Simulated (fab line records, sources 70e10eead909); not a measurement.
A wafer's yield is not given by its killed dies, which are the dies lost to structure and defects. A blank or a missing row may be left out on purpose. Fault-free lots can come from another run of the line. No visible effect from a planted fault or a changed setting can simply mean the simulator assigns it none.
A lot that was struck, set against a sound lot + flow nand-harc + 14 steps out of a route of 1302
Sound: these wafers, L127.1, L127.4, L127.5. Wafers L120.3, L120.4, L120.5 were the ones struck. At the end, the cause is stated.
Per side, at each step with rows, come the tool, then ch with its chambers, and then its first start. Under that, the readings that differ: sound wafers + struck wafers + difference of the means + sigmas: that difference in standard deviations of wafers without a fault.
alike: words and numbers the same on both sides, and readings whose means are apart by under 2 such deviations; not compared: readings that were withheld, readings missing a value for some wafer, numbers with overlapping values and no deviation given by the record, and bounds like >300 which may hide the same value.
A row with sigmas, a row that says differs or no value, or rows on one side alone: a step with any of these is where the two part. Numbers that have no deviation but don't overlap get no sigmas and don't part them. A reading missing from all wafers of one side parts the sides only when that side holds two or more wafers.

NHARC_A_DECK1_JOINT_CMP_02: polishes SiOx.
  sound on cmp-03 ch 0,1,3, day 19 15:45; struck on cmp-01 ch 0,1,3, day 16 21:12
  alike: motor-current-A
then, 1 step without rows for these wafers: NHARC_A_DECK1_JOINT_SRD_15.
NHARC_A_DECK1_JOINT_DEP_16: deposits SiO2, target thk 45 nm.
  sound on pecvd-04 ch 0,1, day 19 16:09; struck on pecvd-01 ch 0,1,2, day 16 21:43
  alike: heater-power-w, mfc-precursor-sccm, throttle-valve-pct
NHARC_A_DECK1_JOINT_THK_MEAS_17: measures by ellipsometry.
  sound on film-metro-02, day 19 16:22; struck on film-metro-01, day 16 22:00
| reading     | sound          | struck         | difference | sigmas |
|-------------|----------------|----------------|------------|--------|
| thk-nm (nm) | 42.7 44.8 44.5 | 48.0 46.6 45.8 | +2.8       | +2     |
NHARC_A_DECK1_JOINT_INSPECT_05:
  sound on defect-inspect-02, day 19 16:24; struck on defect-inspect-02, day 16 22:02
  alike: raw-defect-count
following that, 1 step holds no rows for these wafers, namely NHARC_A_ONON_D2_DEP_00 (target thickness 1000 nm).
NHARC_A_ONON_D2_THK_MEAS_02: measures by ellipsometry.
  sound on film-metro-02, day 19 16:59; struck on film-metro-01, day 16 22:37
| reading     | sound          | struck      | difference | sigmas |
|-------------|----------------|-------------|------------|--------|
| thk-nm (nm) | 1028 1026 1027 | 998 998 996 | -30        | -2     |
following that, 1 step holds no rows for these wafers, namely NHARC_A_ONON_D2_DEP_03 (target thickness 1000 nm).
NHARC_A_ONON_D2_THK_MEAS_05: measures by ellipsometry.
  sound on film-metro-01, day 19 17:32; struck on film-metro-01, day 16 23:11
| reading     | sound       | struck         | difference | sigmas |
|-------------|-------------|----------------|------------|--------|
| thk-nm (nm) | 988 988 985 | 1003 1001 1002 | +15        | +2     |
following that, 1 step holds no rows for these wafers, namely NHARC_A_ONON_D2_DEP_06 (target thickness 1000 nm).
NHARC_A_ONON_D2_THK_MEAS_08: measures by ellipsometry.
  sound on film-metro-01, day 19 18:07; struck on film-metro-01, day 16 23:45
  alike: thk-nm
NHARC_A_ONON_D2_DEP_09: target thk 1000 nm.
  sound on pecvd-onon-03 ch 0, day 19 18:10; struck on pecvd-onon-01 ch 0, day 16 23:55
NHARC_A_ONON_D2_THK_MEAS_11: measures by ellipsometry.
  sound on film-metro-02, day 19 18:41; struck on film-metro-01, day 17 00:29
| reading     | sound       | struck         | difference | sigmas |
|-------------|-------------|----------------|------------|--------|
| thk-nm (nm) | 998 998 997 | 1586 1585 1584 | +587       | +74    |
  not compared: hold
NHARC_END_SORT_01:
  the record has rows for the sound wafers here (prober-01 ch 0, day 30 23:06) and none for the struck ones

## WHERE THEY PART
First at NHARC_A_DECK1_JOINT_THK_MEAS_17; last, within this record, at NHARC_END_SORT_01.

WHY: what had been put in by the simulator
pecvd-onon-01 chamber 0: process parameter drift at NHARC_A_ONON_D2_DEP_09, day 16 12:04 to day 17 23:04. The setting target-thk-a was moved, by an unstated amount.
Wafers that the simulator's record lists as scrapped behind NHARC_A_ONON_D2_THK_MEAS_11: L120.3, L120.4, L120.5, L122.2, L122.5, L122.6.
